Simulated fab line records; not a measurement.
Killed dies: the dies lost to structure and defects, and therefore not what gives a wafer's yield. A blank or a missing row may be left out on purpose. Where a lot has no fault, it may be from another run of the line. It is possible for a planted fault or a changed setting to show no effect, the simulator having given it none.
Problem report in the 8D (eight disciplines) form, filled by code -- flow n5 finfet -- the parts of the form that need people (team, actions taken, sign-off) are left out
Where a reading is given only as a bound, like >300, the bound stands for it, and a mean or a difference that rests on one is marked > or <: the true number lies beyond.

== 1. THE ISSUE ==
raw defect count at N5_BEOL_M15_INSPECT_55 reads a mean of 1206 on 1 wafer of 1 lot; wafers without a fault read 70 with a standard deviation of 24. That puts it +47 standard deviations away from the usual mean.
The step: inspects for defects (darkfield).
First observed at day 15 21:58: wafer L194.6, on defect inspect-02. The record holds 9 wafers of 3 lots with a number at this step. Rule for "out" (also "out of limits"): further than 4 standard deviations from the usual mean. Any other wafer with a number is counted as sound.

== 2. WHAT IT IS; WHAT IT IS NOT ==
question,is,is not
which readings at this step,raw defect count,-
which lots,L194,"L183, L202"
which wafers of those lots,L194.6,"L194.2, L194.3"
read on which gauges,defect inspect-02,defect inspect-01
when,from day 15 21:58,up to then (5 sound wafers); but 3 sound wafers of L202 came after

== 3. WHAT RULES OUT EACH SUSPECT ==
Counting: if a tool at a process step up to the reading ran every lot that is out, it stays a suspect. Sound lots after the first of them don't rule it out here, since some wafers of a struck lot are sound.
- ruled out: the gauge at N5_BEOL_M15_INSPECT_55. All the wafers that are out were read on defect inspect-02, but those of them that N5_PASSIVATION_PROBE_49 has rows for are out there too, on other tools.
- pecvd-02 at N5_BEOL_M15_PRE_CLEAN_52 (time 15 s): kept. L194, the lot that is out, went through it at day 15 21:51; up to then, the latest sound lot through it was L183 at day 12 14:10.
The count leaves pecvd-02 at N5_BEOL_M15_PRE_CLEAN_52.

== 4. THE CAUSE (what the simulator had put in) ==
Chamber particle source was pecvd-02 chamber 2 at N5_BEOL_M15_PRE_CLEAN_52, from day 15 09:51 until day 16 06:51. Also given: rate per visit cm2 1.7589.
After counting, this tool was the only one left.

== 5. THE CHAIN OF EFFECTS, in route order ==
Each row: a reading whose mean over the struck wafers that have a number lies more than 3 standard deviations from the usual. Only readings whose record carries a usual standard deviation are examined. hours: median over the lots of the time between each lot's start at the first step of this table that gives one and its start at this step. sigmas: the change, counted in usual standard deviations.
hours,step,reading,usual,on struck wafers,change,sigmas
0,N5_BEOL_M15_INSPECT_55,raw defect count,70,1206,+1136,+47
5,N5_MIM_TOP_LITHO_INSPECT_12,raw defect count,2.0,>300,>+298,+99 or more
16,N5_PASSIVATION_PROBE_49,defect limited yield,91.4 %,83.6,-7.8,-5.6
16,N5_PASSIVATION_PROBE_49,killed_at_M4_up,13,102,+89,+16
16,N5_PASSIVATION_PROBE_49,killed dies,101,194,+93,+5.5
16,N5_PASSIVATION_PROBE_49,killed on rim,14,32,+18,+4.0
16,N5_PASSIVATION_PROBE_49,sort_bin_5_function,5.0 %,9.4,+4.4,+4.7
16,N5_PASSIVATION_PROBE_49,sort n pass,1078,986,-92,-5.4
16,N5_PASSIVATION_PROBE_49,sort yield pct,91.4 %,83.6,-7.8,-5.6
The process steps in it:
- N5_PASSIVATION_PROBE_49

== 6. HOW IT WOULD HAVE BEEN CAUGHT EARLIER ==
In this record the first reading out of limits at a measuring or inspecting step was taken at day 15 21:58, 12 hours after the fault began at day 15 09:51.
The start of N5_BEOL_M15_PRE_CLEAN_52 on pecvd-02 came by day 15 21:58 for every one of the lots that are out (1). None of them would have been spared by holding the tool at that moment.
